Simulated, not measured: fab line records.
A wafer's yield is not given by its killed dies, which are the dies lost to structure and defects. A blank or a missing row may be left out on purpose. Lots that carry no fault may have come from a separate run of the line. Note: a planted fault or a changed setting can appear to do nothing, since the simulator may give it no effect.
fab line records	flow nand_harc
record: lots: 14	wafers: 42	last_day: 34
route steps=1302 shown A_CONTACT@1093 A_BLC@1123
lots with no fault: from the same line, run without faults
start_h: the number of hours between the record's first day and the start of the first shown wafer of the lot	wait_h: hours from the lot's prior step to this one	" the same as in the row above	L1.1+2: several wafers, shown together as one row	- no value, or no start was given	* or withheld: withheld	< > ~ a bound
route shown NAME@n: NAME is a module with steps in the file, n the number in the route of the first one	usual: mean and standard deviation over wafers with no fault	same: alike in all rows	chamber/n: place in a boat	sites: per-site readings	_std_site: standard deviation of those values	_edge_site: mean of outer sites minus mean of inner sites	radius_mm: for every site, how far away it sits from the centre of the wafer	mask NAME#n: copy n	behind: the most recent tool/chamber to have shaped the wafer	hold: the reason the lot was held/the length of the hold in hours/how it ended	device: the transistor (n, p or np) that didn't switch	end of line: at the end of the route, the tests of the same wafers	a step given without rows: its recipe and nothing more	killed: dies that structure and defects cost at the first sort, which is not the same as the wafer's yield	map: per-die view of a wafer (x killed, . not killed, _ where there is no die)
set.NAME: the run value of the setting; set.NAME@STEP: its run value at that earlier step	model.NAME: the simulator's own value behind a step, which no gauge read
the route's steps for a sample of lots (tables are steps, rows are wafers)
services: the hour from which a tool's chamber was out of use, counted from the record's first day as start_h (under 0 if before that day), plus the number of hours and why
== steps ==
step: NHARC_A_CONTACT_ETCH_98
recipe: target_depth_a: 200	over_etch_frac: 0.5	time_s: 10	ion_energy_ev: 250	c4f6_flow_sccm: 25	o2_flow_sccm: 20	ar_flow_sccm: 500	rf_w: 600	bias_w: 500	chemistry: C4F6/O2
usual: bias_w: 500.2/1.6	c4f6_flow_sccm: 25.00/0.08	drypump_motor_current_A: 5.8/0.34	oes_product_au: 0.962/0.026	rf_vpp_V: 547/3.5	showerhead_plenum_p_Torr: 3.94/0.16	throttle_valve_pct: 26.903/0.0095
same: over_etch_frac: 0.5
lot.wafer	tool	chamber	start_h	wait_h	bias_w	c4f6_flow_sccm	drypump_motor_current_A	oes_product_au	rf_hours_counter_h	rf_vpp_V	showerhead_plenum_p_Torr	throttle_valve_pct
L127.4	rie_diel-08	2	-	-	500.2	25.22	5.7	0.958	23	550	4.10	26.909
L127.6	"	1	"	"	499.8	24.98	6.1	0.957	-	545	3.78	26.909
L127.5	"	2	"	"	501.3	25.02	5.6	0.960	-	549	4.10	26.913
L129.2	rie_diel-01	3	-	-	498.3	24.89	5.9	0.933	45	543	3.71	26.897
L129.4	"	1	"	"	502.0	25.03	5.4	0.955	46	545	3.90	26.900
L129.5	"	0	"	"	500.6	25.06	5.4	0.950	-	545	3.83	26.896
L130.1	rie_diel-01	1	-	-	499.7	24.95	5.4	0.947	55	547	3.89	26.888
L130.2	"	2	"	"	502.8	24.89	5.8	0.938	47	552	4.16	26.881
L130.3	"	3	"	"	500.5	24.98	5.9	0.929	57	540	3.70	26.895
L134.4	rie_diel-01	1	-	-	502.2	25.01	5.5	0.988	3	546	3.89	26.919
L134.3	"	2	"	"	500.4	24.98	5.8	1.001	3	550	4.16	26.913
L134.1	"	3	"	"	497.6	25.19	5.9	0.990	2	541	3.70	26.899
L136.1	rie_diel-09	2	-	-	497.1	25.11	6.2	1.000	32	552	4.18	26.907
L136.4	"	1	"	"	501.3	25.06	4.7	0.991	32	548	3.92	26.896
L136.6	"	2	"	"	497.1	25.01	6.2	1.001	-	553	4.18	26.896
L137.2	rie_diel-08	2	-	-	503.1	24.96	5.6	0.937	10	549	4.09	26.897
L137.5	"	2	"	"	500.0	25.03	5.7	0.934	-	549	4.09	26.904
L137.6	"	3	"	"	499.3	25.15	5.9	0.946	-	550	4.08	26.895
L138.3	rie_diel-08	1	-	-	501.1	24.96	6.1	0.955	10	543	3.77	26.902
L138.1	"	2	"	"	500.6	24.91	5.6	0.948	10	550	4.09	26.916
L138.2	"	3	"	"	499.1	24.99	5.8	0.943	10	550	4.08	26.902
L139.3	rie_diel-01	0	-	-	498.6	24.99	5.4	0.996	20	545	3.81	26.891
L139.4	"	1	"	"	501.6	24.92	5.5	0.990	23	546	3.88	26.890
L139.6	"	0	"	"	499.0	25.03	5.4	1.008	-	545	3.81	26.903
L140.2	rie_diel-08	0	-	-	499.9	25.04	6.0	0.947	15	549	4.02	26.894
L140.6	"	1	"	"	500.3	24.93	6.1	0.946	-	543	3.77	26.909
L140.5	"	2	"	"	501.7	25.13	5.6	0.941	-	550	4.08	26.906
L143.3	rie_diel-08	0	-	-	502.6	24.93	6.0	0.933	20	549	4.02	26.902
L143.4	"	1	"	"	500.7	24.88	6.1	0.950	20	544	3.77	26.917
L143.6	"	0	"	"	501.3	25.03	6.0	0.934	-	549	4.02	26.897
L144.3	rie_diel-08	3	693.69	0.1	497.2	25.00	5.9	0.997	23	549	4.07	26.916
L144.6	"	2	"	"	502.5	25.15	5.6	0.997	-	549	4.08	26.893
L144.4	"	1	"	"	499.6	24.95	6.1	0.941	-	543	3.77	26.904
L148.2	rie_diel-01	3	-	-	497.2	25.06	5.9	0.952	50	541	3.67	26.903
L148.4	"	0	"	"	499.7	25.06	5.4	0.952	57	544	3.79	26.875
L148.6	"	2	"	"	501.8	25.04	5.8	0.953	-	552	4.13	26.898
L150.4	rie_diel-08	2	-	-	501.5	24.99	5.6	0.958	4	550	4.07	26.897
L150.2	"	3	"	"	501.1	24.93	5.8	0.963	3	551	4.07	26.912
L150.6	"	2	"	"	501.6	25.05	5.6	0.964	-	551	4.07	26.906
L149.1	rie_diel-01	3	-	-	500.1	25.04	5.9	1.006	7	541	3.67	26.908
L149.3	"	0	"	"	502.6	25.08	5.4	0.992	7	544	3.78	26.904
L149.2	"	2	"	"	500.6	24.92	5.8	1.007	7	551	4.12	26.910
step: NHARC_A_CONTACT_ETCH_110
recipe: target_depth_a: 600	overetch_a: 60	time_s: 33	ion_energy_ev: 100	cf4_flow_sccm: 80	o2_flow_sccm: 20	ar_flow_sccm: 0	rf_w: 300	bias_w: 100	chemistry: CF4/O2
usual: bias_w: 100.0/0.31	cf4_flow_sccm: 79.99/0.23	drypump_motor_current_A: 5.8/0.34	oes_o_777_au: 1.001/0.0049	oes_product_au: 0.999/0.0069	rf_vpp_V: 197.9/1.5	showerhead_plenum_p_Torr: 1.35/0.057	throttle_valve_pct: 13.397/0.0094
lot.wafer	tool	chamber	start_h	wait_h	bias_w	cf4_flow_sccm	drypump_motor_current_A	oes_o_777_au	oes_product_au	rf_hours_counter_h	rf_vpp_V	showerhead_plenum_p_Torr	throttle_valve_pct
L127.4	rie_diel-08	1	517.59	0.1	100.0	80.20	6.1	1.005	0.997	25	195.1	1.28	13.396
L127.6	"	1	"	"	100.5	80.08	6.1	0.995	1.002	-	197.0	1.28	13.399
L127.5	"	2	"	"	99.9	79.93	5.6	1.003	0.997	-	199.9	1.40	13.397
L129.4	rie_diel-09	2	525.35	0.1	100.2	79.65	6.1	0.998	1.000	3	199.0	1.43	13.388
L129.2	"	0	"	"	100.1	80.08	6.0	1.001	1.006	3	194.6	1.25	13.390
L129.5	"	2	"	"	100.2	79.80	6.1	0.999	0.997	-	200.6	1.43	13.394
L130.1	rie_diel-01	2	551.58	0.1	100.2	79.94	5.7	1.011	1.002	47	199.3	1.42	13.408
L130.2	"	3	"	"	99.8	79.93	5.9	1.007	0.999	57	196.0	1.25	13.405
L130.3	"	0	"	"	100.2	80.13	5.4	0.997	1.000	63	197.8	1.30	13.391
L134.1	rie_diel-08	1	581.57	0.1	100.0	80.03	6.1	1.001	1.003	3	195.2	1.28	13.405
L134.3	"	2	"	"	100.4	79.88	5.6	0.992	0.999	4	198.0	1.40	13.399
L134.4	"	3	"	"	100.1	80.41	5.8	1.005	0.998	4	199.5	1.39	13.389
L136.1	rie_diel-08	1	599.16	0.1	100.0	80.08	6.1	0.993	0.995	6	198.1	1.28	13.392
L136.4	"	2	"	"	100.0	79.97	5.6	1.004	0.987	6	199.0	1.40	13.406
L136.6	"	2	"	"	99.9	80.21	5.6	1.004	0.979	-	198.8	1.40	13.400
L137.2	rie_diel-01	1	617.77	0.1	100.0	79.93	5.5	1.008	0.990	16	197.0	1.32	13.396
L137.5	"	1	"	"	99.8	79.92	5.4	1.006	0.994	-	196.4	1.32	13.396
L137.6	"	2	"	"	100.1	80.07	5.7	1.002	0.996	-	198.9	1.42	13.391
L138.2	rie_diel-09	1	618.60	0.0	99.5	79.80	4.7	0.992	1.000	39	195.5	1.33	13.386
L138.3	"	3	"	"	100.4	79.60	6.4	1.000	1.003	36	198.1	1.33	13.389
L138.1	"	0	"	"	100.1	80.06	6.0	0.998	1.004	36	194.5	1.24	13.407
L139.4	rie_diel-08	2	638.95	0.0	99.5	79.98	5.6	1.007	0.999	14	197.8	1.39	13.395
L139.3	"	3	"	"	100.1	80.05	5.8	1.001	0.997	14	198.7	1.39	13.397
L139.6	"	3	"	"	100.3	80.21	5.8	1.008	1.010	-	200.3	1.39	13.403
L140.2	rie_diel-01	0	645.18	0.1	100.2	79.79	5.4	0.995	0.992	22	196.3	1.29	13.395
L140.5	"	2	"	"	99.5	80.10	5.7	1.002	0.991	-	198.4	1.42	13.392
L140.6	"	3	"	"	99.5	79.65	5.8	0.989	1.007	-	196.8	1.25	13.410
L143.4	rie_diel-08	0	678.59	0.1	99.7	80.02	6.0	0.994	0.998	20	196.9	1.37	13.407
L143.3	"	1	"	"	99.9	79.46	6.1	1.003	1.016	20	196.5	1.28	13.395
L143.6	"	2	"	"	100.2	79.98	5.6	0.993	1.001	-	198.5	1.39	13.396
L144.3	rie_diel-08	2	694.15	0.1	100.0	80.00	5.6	1.008	0.992	24	199.3	1.39	13.401
L144.6	"	3	"	"	100.2	80.26	5.8	1.006	1.000	-	197.9	1.39	13.404
L144.4	"	1	"	"	99.9	79.95	6.1	1.001	1.000	-	195.7	1.28	13.411
L148.4	rie_diel-09	3	730.22	0.1	99.6	80.14	6.4	1.001	0.991	13	197.3	1.32	13.426
L148.2	"	1	"	"	100.0	79.89	4.7	1.007	0.996	12	197.2	1.33	13.394
L148.6	"	3	"	"	99.6	79.82	6.4	0.997	0.994	-	197.7	1.32	13.406
L150.4	rie_diel-08	0	744.28	0.1	99.7	79.96	6.0	1.000	0.987	4	198.4	1.37	13.390
L150.2	"	1	"	"	99.8	79.53	6.1	1.009	0.993	4	198.3	1.28	13.401
L150.6	"	0	"	"	100.1	80.04	6.0	0.999	0.999	-	198.5	1.37	13.387
L149.3	rie_diel-01	1	768.66	0.1	99.8	79.75	5.5	1.003	1.003	5	196.2	1.31	13.393
L149.1	"	2	"	"	100.5	80.46	5.7	0.999	1.008	7	199.6	1.41	13.404
L149.2	"	3	"	"	100.4	79.54	5.8	1.004	0.997	7	196.6	1.24	13.400
step: NHARC_A_BLC_ETCH_18
recipe: target_depth_a: 9100	c4f8_flow_sccm: 20	o2_flow_sccm: 10	ar_flow_sccm: withheld	rf_w: 600	bias_w: 1500	chemistry: C4F8/O2/Ar
usual: bias_w: 1500/4.2	chamber_pressure_mTorr: 24.998/0.022	oes_product_au: 0.950/0.022	rf_vpp_V: 975/6.5
lot.wafer	tool	chamber	start_h	wait_h	bias_w	chamber_pressure_mTorr	oes_product_au	rf_hours_counter_h	rf_vpp_V
L127.4	rie_diel-05	3	521.02	-	1502	25.023	0.922	11	976
L127.6	"	3	"	"	1504	25.035	0.918	-	977
L127.5	"	0	"	"	1502	24.961	0.934	-	986
L129.2	rie_diel-05	1	528.79	-	1499	25.040	0.919	12	968
L129.4	"	3	"	"	1501	25.009	0.928	12	977
L129.5	"	2	"	"	1496	24.983	0.935	-	980
L130.3	rie_diel-05	3	554.88	-	1500	24.998	0.979	14	977
L130.1	"	0	"	"	1499	25.008	0.981	13	984
L130.2	"	2	"	"	1505	24.976	0.957	14	978
L134.3	rie_diel-10	2	585.23	-	1498	25.004	0.967	8	969
L134.1	"	1	"	"	1504	24.998	0.957	8	984
L134.4	"	3	"	"	1496	24.980	0.952	-	969
L136.1	rie_diel-05	2	602.70	-	1503	25.008	0.957	1	980
L136.6	"	3	"	"	1499	24.991	0.955	-	978
L136.4	"	0	"	"	1499	24.987	0.954	-	987
L137.2	rie_diel-05	3	621.35	-	1494	25.001	0.957	2	976
L137.5	"	3	"	"	1497	25.034	0.952	-	976
L137.6	"	2	"	"	1501	25.006	0.966	-	979
L138.1	rie_diel-10	1	621.96	-	1501	24.968	0.990	1	982
L138.2	"	2	"	"	1496	24.991	0.953	1	969
L138.3	"	0	"	"	1502	24.983	0.983	1	971
L139.3	rie_diel-10	0	642.47	-	1497	24.995	0.974	2	971
L139.4	"	1	"	"	1500	24.972	0.967	2	983
L139.6	"	3	"	"	1496	25.033	0.985	-	969
L140.2	rie_diel-10	2	648.63	-	1501	25.030	0.956	3	969
L140.6	"	3	"	"	1500	25.005	0.959	-	967
L140.5	"	0	"	"	1504	25.001	0.985	-	972
L143.4	rie_diel-05	3	682.11	-	-	-	-	-	-
L143.3	"	0	"	"	-	-	-	-	-
L143.6	"	3	"	"	-	-	-	-	-
L144.3	rie_diel-05	1	697.79	-	-	-	-	-	-
L144.4	"	2	"	"	-	-	-	-	-
L144.6	"	1	"	"	-	-	-	-	-
L148.4	rie_diel-10	0	733.65	-	1503	25.033	0.925	9	971
L148.2	"	2	"	"	1498	24.989	0.924	9	968
L148.6	"	1	"	"	1500	25.000	0.929	-	983
L150.2	rie_diel-10	3	747.73	-	1504	24.977	0.915	9	969
L150.4	"	1	"	"	1494	24.950	0.935	9	983
L150.6	"	2	"	"	1501	25.001	0.923	-	968
L149.1	rie_diel-05	3	772.28	-	1503	25.019	0.937	1	978
L149.2	"	0	"	"	1498	24.989	0.941	1	985
L149.3	"	2	"	"	1505	24.973	0.952	1	980
step: NHARC_A_BLC_PVD_32
recipe: target_thk_a: 50	chamber_pressure_pa: 5	power_w: 5000	substrate_temp_c: 200	time_s: 17.7	material: Ti
usual: throttle_valve_pct: 30.4/1
lot.wafer	tool	chamber	start_h	wait_h	throttle_valve_pct
L127.4	pvd_sputter-02	-	-	-	28.2
L127.5	"	-	"	"	30.5
L127.6	"	-	"	"	30.8
L129.4	pvd_sputter-02	-	-	-	30.5
L129.2	"	-	"	"	30.6
L129.5	"	-	"	"	30.8
L130.3	pvd_sputter-03	-	-	-	28.5
L130.1	"	-	"	"	30.7
L130.2	"	-	"	"	30.5
L134.3	pvd_sputter-03	-	-	-	31.4
L134.4	"	-	"	"	30.7
L134.1	"	-	"	"	30.9
L136.4	pvd_sputter-03	-	-	-	31.1
L136.1	"	-	"	"	28.4
L136.6	"	-	"	"	30.8
L137.2	pvd_sputter-03	-	-	-	28.4
L137.6	"	-	"	"	31.2
L137.5	"	-	"	"	28.4
L138.3	pvd_sputter-01	-	-	-	32.1
L138.1	"	-	"	"	30.2
L138.2	"	-	"	"	30.4
L139.3	pvd_sputter-03	-	-	-	30.3
L139.4	"	-	"	"	28.3
L139.6	"	-	"	"	30.5
L140.2	pvd_sputter-02	-	-	-	30.4
L140.6	"	-	"	"	29.8
L140.5	"	-	"	"	30.3
L143.3	pvd_sputter-02	-	-	-	28.9
L143.4	"	-	"	"	29.9
L143.6	"	-	"	"	29.6
L144.3	pvd_sputter-01	-	-	-	30.3
L144.4	"	-	"	"	31.3
L144.6	"	-	"	"	31.7
L148.4	pvd_sputter-01	-	-	-	30.2
L148.2	"	-	"	"	31.6
L148.6	"	-	"	"	30.1
L150.2	pvd_sputter-03	-	-	-	30.7
L150.4	"	-	"	"	30.1
L150.6	"	-	"	"	30.4
L149.1	pvd_sputter-02	-	-	-	29.9
L149.2	"	-	"	"	30.3
L149.3	"	-	"	"	28.9
== services ==
tool	chamber	start_h	hours	kind
pvd_sputter-03	-	528.42	14.0	repair
pvd_sputter-03	-	542.46	10.0	pm
rie_diel-08	-	546.12	9.0	pm
rie_diel-10	-	549.77	1.2	repair
rie_diel-01	-	561.14	9.0	pm
rie_diel-05	3	570.15	7.1	repair
rie_diel-10	0	582.78	3.4	repair
rie_diel-05	-	583.72	9.0	pm
rie_diel-05	1	594.87	15.2	repair
rie_diel-10	-	596.60	9.0	pm
rie_diel-01	3	618.65	3.9	repair
rie_diel-05	1	618.83	5.0	repair
rie_diel-08	2	650.03	5.1	repair
rie_diel-10	2	673.17	2.6	repair
rie_diel-01	-	682.16	0.1	repair
rie_diel-08	0	693.17	7.0	repair
rie_diel-08	-	723.12	9.0	pm
rie_diel-05	-	727.60	0.9	repair
rie_diel-05	1	733.49	14.7	repair
rie_diel-01	-	738.14	9.0	pm
rie_diel-01	1	750.67	5.0	repair
rie_diel-08	0	757.23	3.3	repair
rie_diel-05	-	760.72	9.0	pm
rie_diel-05	1	770.81	4.6	repair
== key ==
first_sign: step: NHARC_A_BLC_ETCH_18	reading: tool_record	direction: missing
effect none on later readings
met_at NHARC_A_BLC_ETCH_18
struck_lots L143,L144
later_rows_left_out L143.3,L143.4,L143.6,L144.3,L144.4,L144.6
sort_left_out L143.3,L143.4,L143.6,L144.3,L144.4,L144.6
tester_left_out L143,L144
not_acting_at NHARC_A_CONTACT_ETCH_98,NHARC_A_CONTACT_ETCH_110,NHARC_A_BLC_PVD_32
onset_between 621.35 682.11
fault: kind: skipped_step_whole	tool: rie_diel-05	chamber: -	onset_h: 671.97	steps: NHARC_A_BLC_ETCH_18	scope: struck_lots_only
tester_left_out: of these lots the tester's yield and bins aren't shown, on N5 and GAA mostly nor the transistor test; their killed dies are dies lost to structure and defects alone, not to doping, threshold or leakage, so they don't give the yield
sort_left_out: the simulated sort isn't trusted on such a fault, so these wafers' sort isn't shown, and their yield isn't known
later_rows_left_out: the simulator's readings of these wafers behind a module that went badly wrong aren't trusted and aren't shown, but for the sort
